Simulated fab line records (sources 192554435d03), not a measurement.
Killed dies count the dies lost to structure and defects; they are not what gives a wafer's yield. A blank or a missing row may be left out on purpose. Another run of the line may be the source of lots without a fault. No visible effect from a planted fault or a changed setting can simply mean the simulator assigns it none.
Struck lot and sound lot, side by side / flow n5 finfet / 37 steps out of a route of 1938
Sound: wafers L213.2, L213.4, L213.6. Wafers struck: L208.2, L208.3, L208.6. The cause comes at the end.
For every step that has rows: the tool of each side, followed by ch and its chambers, followed by its first start. Under that, the readings that differ: sound wafers / struck wafers / difference of the means / sigmas: that difference in standard deviations of wafers without a fault.
alike: readings with means less than 2 such deviations apart, plus words and numbers identical on both sides. not compared: withheld readings, readings lacking a value on some wafer, bounds such as >300 that could conceal the same value, and numbers that have no deviation in the record and whose values overlap.
The two part at a step that has a row with sigmas, a row that says differs or no value, or rows on one side only. Numbers that don't overlap but have no deviation are shown without sigmas and don't part them. A reading that every wafer of one side lacks parts them only if that side has two wafers or more.

first, 9 steps without rows for these wafers: N5_BEOL_M4_ANNEAL_95 (time 240 s); N5_BEOL_M4_SPUTTER_96 (material Cu, target thk 4.5 nm, time 8.29 s); N5_BEOL_M4_ECD_50 (material Cu, target thk 300 nm); N5_BEOL_M4_ANNEAL_51 (time 90 s); N5_BEOL_M4_CMP_52 (polishes, stops on SiOC, t overpolish 6.8 s, target thk 40 nm); N5_BEOL_M4_PRE_CLEAN_60 (time 15 s); N5_BEOL_M4_CO_CAP_55 (material Co, precursor CCTBA/H2, target thk 2 nm, time 102.1 s); N5_BEOL_M4_PRE_CLEAN_56 (time 15 s); N5_BEOL_M4_DEP_57 (deposits SiCN from 3MS/NH3, target thk 8 nm, time 14 s).
N5_BEOL_M4_RC_MEAS_101:
  sound on prober-02 ch 0, day 10 14:52; struck on prober-02 ch 0, day 10 06:49
  alike: DIBL_N, DIBL_P, IOFF_N, IOFF_P, ION_N, ION_P, SS_N, SS_P, VT_N, VT_P
then, 24 steps without rows for these wafers: N5_BEOL_M5_ILD_DEP_00 (deposits SiCOH lowk from DEMS/porogen, target thk 140.64 nm, time 25.9 s); N5_BEOL_M5_CURE_79 (cures SiCOH lowk, time 240 s); N5_BEOL_M5_PECVD_70 (deposits SiO2 from TEOS/O2, target thk 16 nm, time 18 s); N5_BEOL_M5_HM_DEP_02 (deposits TiN, target thk 20 nm); N5_BEOL_M5_COAT_59 (time 60 s, resist thk 60 nm); N5_BEOL_M5_COAT_60 (time 60 s, resist thk 12 nm); N5_BEOL_M5_COAT_71 (time 60 s, resist thk 5 nm); N5_BEOL_M5_COAT_05 (resist thk 30 nm); N5_BEOL_M5_EBR_07; N5_BEOL_M5_SOFTBAKE_06 (time 60 s); N5_BEOL_M5_EXPOSE_08 (exposes mask M5, target cd 28 nm); N5_BEOL_M5_PEB_09 (peb time 60 s); N5_BEOL_M5_DEVELOP_10 (develop time 30 s); N5_BEOL_M5_DESCUM_16 (chemistry O2, time 7 s); N5_BEOL_M5_ETCH_72 (etches underlayer in N2/H2, target depth 6.5 nm, time 5.2 s); N5_BEOL_M5_ETCH_61 (etches SiARC in CF4, target depth 15.6 nm, time 26 s); N5_BEOL_M5_ETCH_62 (etches SOC in N2/H2, target depth 75 nm, overetch 15 nm, time 112.5 s); N5_BEOL_M5_STRIP_63 (strips in N2/H2); N5_BEOL_M5_STRIP_73 (strips in N2/H2); N5_BEOL_M5_STRIP_64 (strips in CF4); N5_BEOL_M5_HM_OPEN_17 (chemistry Cl2/BCl3, target TiN, target depth 20 nm, overetch 6 nm); N5_BEOL_M5_STRIP_19 (strips in O2); N5_BEOL_M5_COAT_65 (time 60 s, resist thk 60 nm); N5_BEOL_M5_COAT_66 (time 60 s, resist thk 12 nm).
-- a jump in the record: the struck wafers' starts before and after are 2 days apart (it breaks off in module BEOL_M5 and resumes in module BEOL_M10, where the first step shown is number 1511 of the route) --
N5_BEOL_M10_STRIP_36: strips in N2/H2.
  sound on rie diel-05 ch 0,1,2, day 12 11:26; struck on rie diel-02 ch 2,3, day 12 11:16
  no value came back on the struck wafers for any of 8 readings (bias power w (W), chamber pressure mTorr (mTorr) and others); on the sound wafers bias power w (W) reads 7.011 6.986 6.954
reading=model.SOC_of_BEOL_M10_COAT_63.thk nm (nm); sound=0 0 0; struck=92.6 92.6 92.6; difference=+92.6; sigmas=
  not compared: rf hours counter h
N5_BEOL_M10_ETCH_41: etches SiCN in CH3F/O2, target depth 42.6 nm, time 86 s.
  sound on rie diel-05 ch 0,1,2; struck on rie diel-02 ch 2,3, day 12 11:20
reading=throttle valve pct (%); sound=16.14 16.19 16.34; struck=16.90 16.80 16.91; difference=+0.65; sigmas=+2
reading=model.SOC_of_BEOL_M10_COAT_63.thk nm (nm); sound=0 0 0; struck=65.6 66 65.6; difference=+65.7; sigmas=
  alike: bias w, chamber pressure mTorr, drypump motor current A, oes product au, rf vpp V, showerhead plenum p Torr
  not compared: rf hours counter h
-- here the record skips 2 days between the struck wafers' starts before and after, leaving off in module BEOL_M10 and picking up in module PASSIVATION (first step shown: number 1936 of the route) --
N5_PASSIVATION_PROBE_49:
  record: rows for the struck wafers here (prober-02, day 14 17:42), none for the sound ones

## WHERE THEY PART
First at N5_BEOL_M10_STRIP_36; last, within this record, at N5_PASSIVATION_PROBE_49.

WHY: the cause the simulator had injected
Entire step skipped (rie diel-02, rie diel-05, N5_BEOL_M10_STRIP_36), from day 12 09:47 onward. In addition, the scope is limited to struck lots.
